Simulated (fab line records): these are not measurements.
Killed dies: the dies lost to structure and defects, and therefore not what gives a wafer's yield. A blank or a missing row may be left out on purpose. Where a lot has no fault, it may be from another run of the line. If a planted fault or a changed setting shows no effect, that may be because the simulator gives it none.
fab line records ; flow n5-finfet ; part 1 of 2: steps 1 to 4 of 6
record: lots: 21; wafers: 63; last-day: 18
route steps=1938 shown GATE_CUT@493 MOL_CONTACT_COAG@529
lots that met no fault: from a run of the same line without faults
start-h: the number of hours between the record's first day and the start of the first shown wafer of the lot ; wait-h: hours elapsed since this lot's preceding step ; " the same as in the row above ; L1.1+2: one row covering several wafers at once ; - no value, or no start given ; * or withheld: withheld ; < > ~ a bound
route shown NAME@n: NAME is a module with steps in the file, n the number in the route of the first one ; usual: mean and standard deviation over wafers with no fault ; same: alike in all rows ; chamber/n: place in a boat ; sites: the reading at each site ; _std_site: standard deviation of those values ; _edge_site: mean of outer sites minus mean of inner sites ; radius-mm: for every site, how far away it sits from the centre of the wafer ; mask NAME#n: copy n ; behind: the most recent tool/chamber to have shaped the wafer ; hold: why the lot went on hold/how many hours it stayed there/how the hold came to an end ; device: whichever transistor did not switch (one of n, p or np) ; end of line: tests run on the same wafers once the route is complete ; a step without rows: its recipe alone ; killed: the dies lost at the first sort to structure and to defects; this is not the yield of the wafer ; map: the dies of a wafer, with x for killed, . for not killed, _ for no die there
set.NAME: the run value of the setting; set.NAME@STEP: its run value at that earlier step ; model.NAME: the simulator's own value behind a step, which no gauge read
the route's steps for a sample of lots (tables are steps, rows are wafers)
services: when a tool's chamber went out of use (start-h, in hours from the record's first day, below 0 if earlier), for how many hours, and the reason
== steps ==
step: N5_GATE_CUT_ETCH_37
recipe: chemistry: N2/H2; target: SOC; target-depth-a: 600; overetch-a: 120; mask-material: SiARC; temp-c: 40; time-s: 90; ion-energy-ev: 200; pressure-mtorr: 30; source-w: 840; bias-w: 150; n2-flow-sccm: 200; h2-flow-sccm: 200
usual: bias-w: 150.1/0.48; drypump-motor-current-A: 5.8/0.47; oes-product-au: 0.70/0.079; rf-vpp-V: 522.7/1.6; showerhead-plenum-p-Torr: 2.50/0.052; throttle-valve-pct: 17.92/0.28
lot.wafer;tool;chamber;start-h;wait-h;bias-w;drypump-motor-current-A;oes-product-au;rf-hours-counter-h;rf-vpp-V;showerhead-plenum-p-Torr;throttle-valve-pct
L074.2;rie-diel-06;0;84.79;0.0;150.6;6.2;0.82;18;521.8;2.49;17.52
L074.3;rie-diel-06;3;84.79;0.0;150.0;5.0;0.69;141;523.2;2.44;17.88
L074.4;rie-diel-06;3;84.79;0.0;149.2;5.0;0.69;-;521.6;2.44;17.88
L076.1;rie-diel-01;1;95.26;0.0;150.4;5.9;0.81;35;522.9;2.47;17.45
L076.2;rie-diel-01;3;95.26;0.0;149.8;6.6;0.68;129;523.9;2.56;17.82
L076.4;rie-diel-01;2;95.26;0.0;149.4;6.0;0.60;233;523.0;2.52;18.33
L077.1;rie-diel-06;1;103.40;0.0;149.5;5.3;0.66;185;519.0;2.43;17.87
L077.4;rie-diel-06;2;103.40;0.0;150.0;5.8;0.67;158;524.3;2.53;17.91
L077.6;rie-diel-06;3;103.40;0.0;149.5;5.0;0.68;-;521.3;2.44;17.90
L078.3;rie-diel-01;2;106.79;0.0;150.8;6.1;0.59;237;523.5;2.51;18.33
L078.5;rie-diel-01;2;106.79;0.0;150.7;6.0;0.59;-;524.0;2.51;18.33
L078.6;rie-diel-01;1;106.79;0.0;150.8;5.9;0.81;-;522.7;2.47;17.45
L079.1;rie-diel-06;3;116.82;0.0;150.6;5.0;0.68;152;520.6;2.43;17.88
L079.2;rie-diel-06;1;116.82;0.0;150.0;5.3;0.65;189;521.9;2.43;17.86
L079.6;rie-diel-06;0;116.82;0.0;149.7;6.2;0.82;-;522.5;2.49;17.53
L081.2;rie-diel-01;3;128.83;0.0;149.8;6.7;0.67;140;523.1;2.55;17.84
L081.4;rie-diel-01;2;128.83;0.0;150.1;6.0;0.59;-;522.5;2.51;18.34
L081.5;rie-diel-01;3;128.83;0.0;150.1;6.6;0.67;-;525.7;2.55;17.84
L080.1;rie-diel-03;2;130.29;0.0;150.0;5.6;0.66;175;521.7;2.53;18.20
L080.2;rie-diel-03;0;130.29;0.0;150.6;6.0;0.84;13;524.5;2.60;17.87
L080.4;rie-diel-03;1;130.29;0.0;150.4;5.7;0.62;217;524.7;2.52;18.39
L082.4;rie-diel-03;2;137.56;0.0;150.3;5.6;0.66;177;525.3;2.53;18.17
L082.5;rie-diel-03;1;137.56;0.0;150.6;5.7;0.62;-;521.9;2.52;18.36
L082.6;rie-diel-03;2;137.56;0.0;150.8;5.6;0.66;-;522.4;2.53;18.15
L083.1;rie-diel-03;3;139.74;0.0;150.5;5.0;0.64;199;519.4;2.42;17.91
L083.2;rie-diel-03;0;139.74;0.0;149.7;5.9;0.83;16;524.1;2.60;17.86
L083.6;rie-diel-03;3;139.74;0.0;149.7;5.0;0.65;-;520.5;2.42;17.92
L084.3;rie-diel-01;1;148.64;0.0;150.6;5.8;0.79;53;522.1;2.46;17.48
L084.5;rie-diel-01;1;148.64;0.0;151.2;5.8;0.78;-;522.1;2.46;17.46
L084.6;rie-diel-01;0;148.64;0.0;150.3;6.1;0.85;-;521.7;2.49;17.58
L086.1;rie-diel-03;3;157.28;0.0;149.3;5.0;0.64;204;519.7;2.41;17.92
L086.2;rie-diel-03;2;157.28;0.0;149.5;5.6;0.66;184;523.7;2.53;18.18
L086.3;rie-diel-03;0;157.28;0.0;149.9;6.0;0.82;21;526.2;2.60;17.87
L088.1;rie-diel-03;3;165.43;0.0;150.1;5.0;0.64;207;519.9;2.41;17.93
L088.4;rie-diel-03;0;165.43;0.0;150.4;5.9;0.82;24;525.8;2.60;17.89
L088.5;rie-diel-03;1;165.43;0.0;149.1;5.7;0.62;-;522.7;2.51;18.39
L087.1;rie-diel-03;2;168.63;0.0;150.0;5.6;0.66;187;523.0;2.53;18.20
L087.3;rie-diel-03;1;168.63;0.0;149.6;5.7;0.63;229;522.2;2.51;18.41
L087.4;rie-diel-03;2;168.63;0.0;149.6;5.6;0.66;-;521.8;2.53;18.19
L089.3;rie-diel-01;2;174.53;0.0;150.2;6.1;0.85;7;522.2;2.51;17.98
L089.5;rie-diel-01;1;174.53;0.0;150.6;5.9;0.77;-;522.2;2.46;17.48
L089.6;rie-diel-01;2;174.53;0.0;150.3;6.0;0.85;-;523.4;2.51;17.97
L090.3;rie-diel-06;1;179.60;0.0;149.8;5.3;0.64;207;520.4;2.42;17.90
L090.4;rie-diel-06;3;179.60;0.0;150.3;5.0;0.67;172;521.2;2.43;17.93
L090.6;rie-diel-06;0;179.60;0.0;149.9;6.2;0.78;-;523.2;2.48;17.57
L091.2;rie-diel-01;3;189.77;0.0;150.5;6.7;0.66;157;524.1;2.55;17.87
L091.3;rie-diel-01;0;189.77;0.0;149.4;6.1;0.80;20;522.9;2.49;17.59
L091.6;rie-diel-01;0;189.77;0.0;149.8;6.1;0.81;-;522.4;2.49;17.61
L092.2;rie-diel-03;0;191.46;0.0;150.3;6.0;0.80;31;525.5;2.60;17.90
L092.3;rie-diel-03;2;191.46;0.0;150.1;5.6;0.65;192;522.4;2.52;18.18
L092.4;rie-diel-03;1;191.46;0.0;149.6;5.6;0.62;234;522.4;2.51;18.39
L093.1;rie-diel-03;0;198.03;0.0;149.6;6.0;0.80;33;524.5;2.59;17.90
L093.2;rie-diel-03;2;198.03;0.0;150.6;5.6;0.65;195;523.5;2.52;18.18
L093.4;rie-diel-03;1;198.03;0.0;149.5;5.7;0.61;237;522.2;2.51;18.41
L095.2;rie-diel-06;3;210.92;0.0;149.6;5.0;0.67;179;522.0;2.42;17.95
L095.3;rie-diel-06;2;210.92;0.0;150.0;5.8;0.65;186;523.0;2.52;17.98
L095.4;rie-diel-06;0;210.92;0.0;150.1;6.2;0.77;57;523.1;2.48;17.58
L096.3;rie-diel-01;1;218.39;0.0;150.0;5.8;0.76;77;521.3;2.45;17.49
L096.5;rie-diel-01;1;218.39;0.0;150.4;5.8;0.76;-;522.9;2.45;17.49
L096.6;rie-diel-01;0;218.39;0.0;150.8;6.1;0.80;-;524.1;2.48;17.61
L097.1;rie-diel-06;0;223.40;0.0;150.7;6.2;0.77;61;521.4;2.47;17.59
L097.4;rie-diel-06;2;223.40;0.0;148.7;5.8;0.64;-;524.7;2.52;17.97
L097.5;rie-diel-06;0;223.40;0.0;150.7;6.2;0.76;-;521.3;2.47;17.59
step: N5_GATE_CUT_CUT_ETCH_53
recipe: chemistry: SF6/Cl2; target: W; mask-material: SiO2; target-depth-a: 792; pressure-mtorr: 8; icp-w: 900; bias-w: 80; SF6_flow_sccm: 40; Cl2_flow_sccm: 60; ends: cleared
usual: bias-w: 79.98/0.25; drypump-motor-current-A: 5.6/0.58; etch-rf-on-time-s: 26.2/0.53; oes-product-au: 0.76/0.064; throttle-valve-pct: 28.7/0.3
lot.wafer;tool;chamber;start-h;wait-h;bias-w;drypump-motor-current-A;etch-rf-on-time-s;oes-product-au;rf-hours-counter-h;throttle-valve-pct
L074.2;rie-metal-01;0;85.10;0.1;79.97;6.2;26.2;0.78;18;28.8
L074.3;rie-metal-01;0;85.10;0.1;80.33;6.1;26.1;0.78;-;28.8
L074.4;rie-metal-01;1;85.10;0.1;79.94;5.0;26.6;0.69;-;29.3
L076.1;rie-metal-02;0;95.57;0.1;79.82;6.0;26.3;0.71;35;28.4
L076.2;rie-metal-02;1;95.57;0.1;80.18;5.2;26.1;0.85;1;28.9
L076.4;rie-metal-02;0;95.57;0.1;79.93;6.0;26.2;0.71;-;28.4
L077.1;rie-metal-02;1;103.73;0.1;79.62;5.2;25.5;0.86;2;28.9
L077.4;rie-metal-02;0;103.73;0.1;79.74;6.1;25.7;0.72;-;28.4
L077.6;rie-metal-02;0;103.73;0.1;79.59;6.1;25.8;0.72;-;28.4
L078.3;rie-metal-03;1;107.12;0.1;79.85;6.2;26.2;0.76;-;28.6
L078.5;rie-metal-03;0;107.12;0.1;79.99;4.7;25.2;0.87;-;28.4
L078.6;rie-metal-03;1;107.12;0.1;79.76;6.2;26.5;0.76;-;28.6
L079.1;rie-metal-02;1;117.13;0.1;79.99;5.2;25.8;0.84;3;28.9
L079.2;rie-metal-02;0;117.13;0.1;80.34;6.0;25.7;0.72;37;28.4
L079.6;rie-metal-02;1;117.13;0.1;80.12;5.2;25.8;0.84;-;29.0
L081.2;rie-metal-01;1;129.14;0.1;80.17;5.0;26.7;0.68;54;29.3
L081.4;rie-metal-01;0;129.14;0.1;79.55;6.2;26.3;0.75;-;28.8
L081.5;rie-metal-01;1;129.14;0.1;79.79;5.0;27.0;0.67;-;29.3
L080.1;rie-metal-02;1;130.60;0.1;79.91;5.2;25.7;0.83;3;29.0
L080.2;rie-metal-02;0;130.60;0.1;79.63;6.0;25.8;0.72;38;28.4
L080.4;rie-metal-02;0;130.60;0.1;80.07;6.1;26.1;0.71;-;28.4
L082.4;rie-metal-02;0;137.89;0.1;80.15;6.0;25.8;0.71;-;28.4
L082.5;rie-metal-02;1;137.89;0.1;80.18;5.2;25.9;0.83;-;29.0
L082.6;rie-metal-02;0;137.89;0.1;80.14;6.0;25.8;0.71;-;28.4
L083.1;rie-metal-03;0;140.05;0.1;79.57;4.7;25.5;0.86;7;28.4
L083.2;rie-metal-03;1;140.05;0.1;80.27;6.2;26.6;0.75;20;28.6
L083.6;rie-metal-03;0;140.05;0.1;79.78;4.7;25.5;0.86;-;28.4
L084.3;rie-metal-03;0;148.97;0.1;80.06;4.7;25.0;0.85;-;28.4
L084.5;rie-metal-03;0;148.97;0.1;80.26;4.7;25.1;0.85;-;28.4
L084.6;rie-metal-03;1;148.97;0.1;80.26;6.2;26.2;0.75;-;28.6
L086.1;rie-metal-01;1;157.59;0.1;80.20;5.0;27.1;0.66;56;29.3
L086.2;rie-metal-01;0;157.59;0.1;79.62;6.1;26.4;0.74;26;28.8
L086.3;rie-metal-01;1;157.59;0.1;79.66;5.0;27.0;0.66;-;29.3
L088.1;rie-metal-02;1;165.74;0.1;80.15;5.2;25.9;0.81;7;29.0
L088.4;rie-metal-02;1;165.74;0.1;80.49;5.2;26.1;0.81;-;29.0
L088.5;rie-metal-02;0;165.74;0.1;80.03;6.1;26.0;0.71;-;28.4
L087.1;rie-metal-03;1;168.95;0.1;79.78;6.2;26.2;0.75;23;28.6
L087.3;rie-metal-03;1;168.95;0.1;79.81;6.2;26.2;0.75;-;28.6
L087.4;rie-metal-03;0;168.95;0.1;79.80;4.7;25.4;0.83;-;28.4
L089.3;rie-metal-01;1;174.87;0.1;80.54;5.0;27.2;0.66;-;29.3
L089.5;rie-metal-01;1;174.87;0.1;80.37;5.0;27.1;0.66;-;29.3
L089.6;rie-metal-01;0;174.87;0.1;80.02;6.1;26.6;0.73;-;28.8
L090.3;rie-metal-02;1;179.93;0.1;79.84;5.2;25.6;0.81;-;29.0
L090.4;rie-metal-02;0;179.93;0.1;79.83;6.0;26.2;0.70;-;28.4
L090.6;rie-metal-02;1;179.93;0.1;80.01;5.2;25.8;0.81;-;29.0
L091.2;rie-metal-02;0;190.08;0.1;79.94;6.0;26.0;0.70;43;28.4
L091.3;rie-metal-02;0;190.08;0.1;79.78;6.0;26.1;0.70;-;28.4
L091.6;rie-metal-02;1;190.08;0.1;80.31;5.2;25.8;0.80;-;29.0
L092.2;rie-metal-03;0;191.77;0.1;80.17;4.7;25.6;0.83;13;28.5
L092.3;rie-metal-03;1;191.77;0.1;79.93;6.2;26.4;0.73;-;28.6
L092.4;rie-metal-03;0;191.77;0.1;79.99;4.7;25.6;0.82;-;28.5
L093.1;rie-metal-01;1;198.35;0.1;80.22;5.0;27.3;0.65;59;29.3
L093.2;rie-metal-01;0;198.35;0.1;80.22;6.1;26.9;0.73;29;28.8
L093.4;rie-metal-01;0;198.35;0.1;80.43;6.2;26.9;0.72;-;28.8
L095.2;rie-metal-03;0;211.24;0.1;79.86;4.7;25.7;0.81;14;28.5
L095.3;rie-metal-03;1;211.24;0.1;79.91;6.2;26.4;0.73;-;28.6
L095.4;rie-metal-03;0;211.24;0.1;79.86;4.7;25.6;0.82;-;28.5
L096.3;rie-metal-01;0;218.72;0.1;80.05;6.2;26.8;0.72;-;28.8
L096.5;rie-metal-01;0;218.72;0.1;79.81;6.2;26.7;0.72;-;28.8
L096.6;rie-metal-01;1;218.72;0.1;79.79;5.0;27.4;0.65;-;29.3
L097.1;rie-metal-02;0;223.71;0.1;80.73;6.0;26.0;0.70;46;28.4
L097.4;rie-metal-02;1;223.71;0.1;79.60;5.2;26.2;0.79;-;29.0
L097.5;rie-metal-02;1;223.71;0.1;79.97;5.3;26.1;0.79;-;29.0
step: N5_MOL_CONTACT_COAG_DESCUM_13
recipe: chemistry: O2; time-s: 7; source-power-w: 50; bias-power-w: 20; pressure-mtorr: 20; rf-frequency-hz: 2.712e+07; temp-c: 40; resist: CAR-EUV; o2-flow-sccm: 225
usual: drypump-motor-current-A: 5.6/0.39; oes-product-au: 0.80/0.086; rf-vpp-V: 243.8/1.4; showerhead-plenum-p-Torr: 2.12/0.066; throttle-valve-pct: 20.31/0.19
lot.wafer;tool;chamber;start-h;wait-h;drypump-motor-current-A;oes-product-au;rf-hours-counter-h;rf-vpp-V;showerhead-plenum-p-Torr;throttle-valve-pct
L074.2;rie-diel-02;3;88.81;0.3;5.5;0.94;15;243.0;2.06;20.39
L074.3;rie-diel-02;1;88.81;0.3;5.4;0.68;231;244.5;2.12;20.56
L074.4;rie-diel-02;0;88.81;0.3;5.4;0.83;77;243.3;2.12;20.16
L076.1;rie-diel-02;0;99.11;0.1;5.4;0.83;81;243.5;2.12;20.15
L076.2;rie-diel-02;2;99.11;0.1;6.6;0.79;123;241.9;2.03;20.38
L076.4;rie-diel-02;3;99.11;0.1;5.5;0.93;18;242.2;2.06;20.39
L077.1;rie-diel-04;1;107.15;0.0;5.4;0.69;236;242.8;2.07;20.33
L077.4;rie-diel-04;3;107.15;0.0;5.0;0.96;11;246.2;2.24;20.14
L077.6;rie-diel-04;0;107.15;0.0;5.9;0.79;-;243.7;2.10;20.27
L078.3;rie-diel-02;3;110.52;0.0;5.5;0.91;23;241.5;2.05;20.39
L078.5;rie-diel-02;0;110.52;0.0;5.4;0.82;-;244.5;2.12;20.16
L078.6;rie-diel-02;1;110.52;0.0;5.4;0.68;-;243.5;2.12;20.60
L079.1;rie-diel-04;3;121.02;0.4;5.0;0.95;15;244.8;2.24;20.18
L079.2;rie-diel-04;0;121.02;0.4;5.9;0.79;153;242.7;2.10;20.27
L079.6;rie-diel-04;0;121.02;0.4;5.9;0.79;-;244.9;2.10;20.27
L081.2;rie-diel-04;2;132.70;0.0;5.7;0.76;159;246.3;2.18;20.56
L081.4;rie-diel-04;0;132.70;0.0;5.9;0.78;157;243.0;2.09;20.28
L081.5;rie-diel-04;2;132.70;0.0;5.7;0.75;-;245.4;2.18;20.55
L080.1;rie-diel-04;1;134.86;0.1;5.4;0.69;247;243.0;2.06;20.35
L080.2;rie-diel-04;2;134.86;0.1;5.7;0.75;160;245.7;2.18;20.54
L080.4;rie-diel-04;2;134.86;0.1;5.7;0.76;-;243.4;2.18;20.54
L082.4;rie-diel-02;0;141.61;0.2;5.4;0.81;-;244.4;2.11;20.18
L082.5;rie-diel-02;2;141.61;0.2;6.6;0.77;-;243.4;2.02;20.39
L082.6;rie-diel-02;1;141.61;0.2;5.4;0.67;-;243.7;2.12;20.60
L083.1;rie-diel-05;2;143.57;0.0;5.8;0.71;179;244.6;2.16;19.93
L083.2;rie-diel-05;3;143.57;0.0;5.7;0.72;191;242.5;2.10;20.41
L083.6;rie-diel-05;1;143.57;0.0;5.4;0.67;-;242.0;2.06;20.74
L084.3;rie-diel-05;2;152.77;0.0;5.8;0.71;183;244.0;2.15;19.91
L084.5;rie-diel-05;3;152.77;0.0;5.7;0.70;-;243.4;2.09;20.42
L084.6;rie-diel-05;2;152.77;0.0;5.8;0.71;-;244.3;2.15;19.92
L086.1;rie-diel-02;2;161.31;0.0;6.5;0.76;149;241.9;2.02;20.40
L086.2;rie-diel-02;3;161.31;0.0;5.5;0.89;36;241.7;2.05;20.43
L086.3;rie-diel-02;0;161.31;0.0;5.4;0.80;109;243.0;2.11;20.20
L088.1;rie-diel-05;2;170.53;0.0;5.8;0.71;191;243.5;2.15;19.94
L088.4;rie-diel-05;0;170.53;0.0;5.6;0.85;-;244.7;2.22;20.26
L088.5;rie-diel-05;3;170.53;0.0;5.7;0.70;-;244.0;2.09;20.42
L087.1;rie-diel-05;2;172.74;0.0;5.8;0.71;192;243.9;2.15;19.93
L087.3;rie-diel-05;3;172.74;0.0;5.7;0.70;204;243.6;2.09;20.42
L087.4;rie-diel-05;3;172.74;0.0;5.7;0.70;-;243.0;2.09;20.41
L089.3;rie-diel-04;3;178.46;0.0;5.0;0.90;37;245.6;2.23;20.20
L089.5;rie-diel-04;0;178.46;0.0;5.9;0.78;-;243.8;2.09;20.32
L089.6;rie-diel-04;3;178.46;0.0;5.0;0.89;-;244.7;2.23;20.20
L090.3;rie-diel-05;2;183.68;0.0;5.8;0.70;198;243.6;2.15;19.96
L090.4;rie-diel-05;2;183.68;0.0;5.8;0.70;-;245.0;2.15;19.92
L090.6;rie-diel-05;0;183.68;0.0;5.6;0.86;-;245.3;2.22;20.31
L091.2;rie-diel-04;1;193.88;0.0;5.4;0.93;10;244.3;2.06;20.00
L091.3;rie-diel-04;2;193.88;0.0;5.7;0.74;182;243.6;2.17;20.58
L091.6;rie-diel-04;0;193.88;0.0;5.9;0.77;-;243.4;2.09;20.32
L092.2;rie-diel-05;0;195.30;0.0;5.6;0.85;57;244.6;2.21;20.29
L092.3;rie-diel-05;3;195.30;0.0;5.7;0.70;214;243.4;2.09;20.44
L092.4;rie-diel-05;1;195.30;0.0;5.4;0.97;4;242.4;2.06;20.36
L093.1;rie-diel-02;0;201.88;0.1;5.4;0.78;122;242.9;2.10;20.22
L093.2;rie-diel-02;3;201.88;0.1;5.5;0.87;48;242.0;2.05;20.42
L093.4;rie-diel-02;2;201.88;0.1;6.6;0.76;161;241.3;2.02;20.43
L095.2;rie-diel-04;3;214.63;0.0;5.0;0.88;48;246.0;2.23;20.23
L095.3;rie-diel-04;0;214.63;0.0;5.9;0.75;184;243.4;2.08;20.32
L095.4;rie-diel-04;1;214.63;0.0;5.3;0.89;17;241.4;2.06;20.01
L096.3;rie-diel-04;2;222.20;0.0;5.7;0.73;191;244.6;2.16;20.61
L096.5;rie-diel-04;1;222.20;0.0;5.4;0.90;-;242.2;2.05;20.01
L096.6;rie-diel-04;0;222.20;0.0;5.9;0.76;-;243.9;2.08;20.32
L097.1;rie-diel-02;2;227.12;0.0;6.6;0.75;171;242.1;2.01;20.43
L097.4;rie-diel-02;1;227.12;0.0;5.4;0.91;20;242.6;2.11;20.24
L097.5;rie-diel-02;2;227.12;0.0;6.6;0.75;-;240.8;2.01;20.46
step: N5_MOL_CONTACT_COAG_CMP_28
recipe: stop-on: SiNx; t-overpolish-s: 0.85; post-cmp-clean: alkaline-brush; down-force-psi: 4.15; platen-rpm: 51.8; pad-velocity-m-s: 1.0307; target-thk-nm: 14.522
usual: motor-current-A: 12.1/1.4; slurry-filter-dp-kPa: 13.50/0.13; slurry-flow-ml-min: 150.0/0.45; time-to-endpoint-s: 3.4/2.2
lot.wafer;tool;chamber;start-h;wait-h;motor-current-A;slurry-filter-dp-kPa;slurry-flow-ml-min;time-to-endpoint-s
L074.4;cmp-01;0;98.56;0.9;11.0;13.51;149.5;2.1
L074.3;cmp-01;1;98.56;0.9;12.4;13.53;149.6;3.9
L074.2;cmp-01;3;98.56;0.9;12.5;13.47;149.8;3.4
L076.1;cmp-01;1;107.54;0.8;12.2;13.71;150.0;3.3
L076.2;cmp-01;2;107.54;0.8;13.6;13.38;149.8;0.0
L076.4;cmp-01;3;107.54;0.8;13.9;13.64;149.9;2.3
L077.1;cmp-03;0;116.40;0.8;13.4;13.62;150.2;3.5
L077.4;cmp-03;1;116.40;0.8;11.8;13.57;150.5;3.1
L077.6;cmp-03;0;116.40;0.8;13.5;13.45;149.0;4.0
L078.3;cmp-01;2;119.33;0.9;12.8;13.70;150.3;3.0
L078.5;cmp-01;1;119.33;0.9;12.0;13.69;150.4;4.5
L078.6;cmp-01;2;119.33;0.9;13.2;13.52;150.7;0.2
L079.2;cmp-01;1;133.69;1.3;11.8;13.57;149.4;0.6
L079.1;cmp-01;2;133.69;1.3;14.0;13.53;150.5;0.8
L079.6;cmp-01;1;133.69;1.3;12.1;13.43;149.6;2.8
L081.2;cmp-03;3;140.32;0.9;9.9;13.43;149.9;2.4
L081.4;cmp-03;0;140.32;0.9;13.5;13.61;150.0;1.5
L081.5;cmp-03;2;140.32;0.9;14.6;13.43;150.6;0.7
L080.1;cmp-01;0;144.80;0.8;10.9;13.37;149.8;4.8
L080.2;cmp-01;1;144.80;0.8;12.0;13.47;149.6;6.5
L080.4;cmp-01;3;144.80;0.8;12.7;13.39;149.8;5.6
L082.4;cmp-03;3;149.47;0.8;9.8;13.72;149.5;0.0
L082.6;cmp-03;3;149.47;0.8;10.1;13.35;149.9;1.4
L082.5;cmp-03;0;149.47;0.8;13.6;13.53;150.7;1.9
L083.2;cmp-02;1;152.37;0.9;11.8;13.62;149.9;4.9
L083.1;cmp-02;2;152.37;0.9;11.5;13.54;149.8;3.3
L083.6;cmp-02;3;152.37;0.9;11.0;13.58;149.4;4.7
L084.3;cmp-02;0;161.18;0.9;11.9;13.33;149.4;6.3
L084.6;cmp-02;2;161.18;0.9;11.0;13.46;150.1;5.6
L084.5;cmp-02;3;161.18;0.9;11.2;13.60;149.6;6.9
L086.2;cmp-01;3;170.38;0.8;12.8;13.50;149.5;5.4
L086.1;cmp-01;1;170.38;0.8;12.4;13.26;150.2;4.1
L086.3;cmp-01;2;170.38;0.8;13.3;13.51;150.2;3.1
L088.4;cmp-01;0;184.62;0.8;11.0;13.42;149.7;3.7
L088.1;cmp-01;3;184.62;0.8;12.0;13.48;150.0;6.0
L088.5;cmp-01;1;184.62;0.8;12.1;13.51;150.2;0.5
L087.1;cmp-01;1;186.63;0.8;12.3;13.52;148.8;1.9
L087.4;cmp-01;2;186.63;0.8;13.8;13.52;150.2;5.5
L087.3;cmp-01;3;186.63;0.8;12.4;13.42;149.9;7.7
L089.3;cmp-03;1;189.18;0.9;11.0;13.65;150.2;4.3
L089.6;cmp-03;3;189.18;0.9;9.8;13.27;149.2;3.5
L089.5;cmp-03;0;189.18;0.9;13.7;13.45;150.0;0.4
L090.4;cmp-01;0;199.17;0.8;10.7;13.23;150.2;0.9
L090.3;cmp-01;3;199.17;0.8;12.8;13.47;149.8;3.4
L090.6;cmp-01;0;199.17;0.8;10.9;13.36;149.7;3.2
L091.2;cmp-03;1;202.59;0.9;11.3;13.53;149.3;9.0
L091.3;cmp-03;2;202.59;0.9;15.0;13.33;150.0;2.2
L091.6;cmp-03;0;202.59;0.9;12.9;13.81;150.7;5.4
L092.3;cmp-01;0;204.93;0.8;11.2;13.57;148.8;0.0
L092.4;cmp-01;2;204.93;0.8;13.6;13.63;150.3;2.9
L092.2;cmp-01;3;204.93;0.8;12.8;13.27;150.4;3.9
L093.2;cmp-02;1;212.60;0.8;10.8;13.29;150.2;5.1
L093.1;cmp-02;2;212.60;0.8;11.1;13.40;149.8;4.5
L093.4;cmp-02;3;212.60;0.8;10.6;13.65;150.5;5.7
L095.2;cmp-01;0;222.92;0.8;11.1;13.48;150.1;1.3
L095.4;cmp-01;2;222.92;0.8;13.7;13.38;150.0;3.6
L095.3;cmp-01;3;222.92;0.8;13.0;13.32;149.2;3.9
L096.3;cmp-01;0;231.39;0.8;11.7;13.42;150.0;5.1
L096.6;cmp-01;3;231.39;0.8;12.9;13.53;151.0;6.2
L096.5;cmp-01;0;231.39;0.8;10.6;13.48;150.2;4.2
L097.4;cmp-03;0;234.28;0.8;13.5;13.53;150.0;7.0
L097.1;cmp-03;3;234.28;0.8;9.7;13.54;150.3;4.5
L097.5;cmp-03;1;234.28;0.8;11.1;13.51;150.2;4.0
